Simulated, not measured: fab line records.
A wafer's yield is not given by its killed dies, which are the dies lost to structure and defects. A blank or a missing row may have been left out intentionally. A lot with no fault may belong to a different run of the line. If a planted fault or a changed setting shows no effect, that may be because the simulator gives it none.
Problem report in the 8D (eight disciplines) form, filled by code | flow n5_finfet | the parts of the form that need people (team, actions taken, sign-off) are left out

## 1. WHAT IS WRONG
Wafers with no fault read 91.2 s with a standard deviation of 0.49, whereas run_length_s at N5_BEOL_M13_ETCH_59 reads a mean of 77.2 s on 1 wafer of 1 lot. Measured from the usual mean, that is -29 standard deviations.
The step: etches BARC in N2/H2, target depth 89 nm, overetch 26.7 nm, time 67.9 s.
First seen on wafer L833.5, day 14 15:30, on rie_diel-06. The record holds 32 wafers of 11 lots with a number at this step. The rule behind "out" and "out of limits": a value lying over 4 standard deviations away from the usual mean. The other wafers with a number count as sound.

## 2. WHAT IT IS; WHAT IT IS NOT
question                    | is                | is not
which readings at this step | run_length_s      | drypump_motor_current_A, oes_product_au, rf_vpp_V, showerhead_plenum_p_Torr, throttle_valve_pct
which lots                  | L833              | L825, L826, L827, L829, L831, L836, L838, L840, L841, L842
which wafers of those lots  | L833.5            | L833.3
read on which tools         | rie_diel-06       | rie_diel-02, rie_diel-04
when                        | from day 14 15:30 | up to then (16 sound wafers); but 15 sound wafers of L836, L838, L840, L841, L842 came after

## 3. THE SUSPECTS, EACH WITH WHAT RULES IT OUT
Counting: any tool at a process step up to the reading remains a suspect provided it ran every lot that is out. Sound lots after the first of them don't rule it out here, since some wafers of a struck lot are sound.
- pecvd-04 at N5_BEOL_M13_ILD_DEP_00 (deposits SiOC from DEMS/O2, target thk 837.92 nm, time 166.4 s): kept. L833, the lot that is out, went through it at day 14 14:48; up to then, the latest sound lot through it was L831 at day 13 20:58.
- rie_diel-06 at N5_BEOL_M13_ETCH_59 (etches BARC in N2/H2, target depth 89 nm, overetch 26.7 nm, time 67.9 s): kept. L833, the lot that is out, went through it at day 14 15:30; up to then, the latest sound lot through it was L831 at day 13 21:32. Its own run_length_s readings are out on those wafers.
- Within pecvd-04 at N5_BEOL_M13_ILD_DEP_00: the wafers that are out ran in chamber 2; their sound lot-mates ran in chamber 1.
- Within rie_diel-06 at N5_BEOL_M13_ETCH_59: the wafers that are out ran in chamber 3; their sound lot-mates ran in chamber 2.
Remaining after the count are pecvd-04 at N5_BEOL_M13_ILD_DEP_00 and rie_diel-06 at N5_BEOL_M13_ETCH_59.

## 4. THE CAUSE (what the simulator had put in)
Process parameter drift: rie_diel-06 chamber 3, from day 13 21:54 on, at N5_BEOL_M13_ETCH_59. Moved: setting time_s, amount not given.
Counting leaves 2 suspects; this tool is one of them.

## 5. THE CHAIN OF EFFECTS, in route order
Rows list readings where the struck wafers' mean (over those with a number) sits beyond 3 standard deviations from the usual. Only readings whose record carries a usual standard deviation are examined. hours: median over the lots of the time between each lot's start at the first step of this table that gives one and its start at this step. sigmas: the change, counted in usual standard deviations.
hours | step                | reading      | usual  | on struck wafers | change | sigmas
0     | N5_BEOL_M13_ETCH_59 | run_length_s | 91.2 s | 77.2             | -14.0  | -29
Here are the process steps it includes:
- N5_BEOL_M13_ETCH_59: etches BARC in N2/H2, target depth 89 nm, overetch 26.7 nm, time 67.9 s.

## 6. HOW IT WOULD HAVE BEEN CAUGHT EARLIER
18 hours passed between the start of the fault at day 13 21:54 and the first reading out of limits in this record, taken at day 14 15:30.
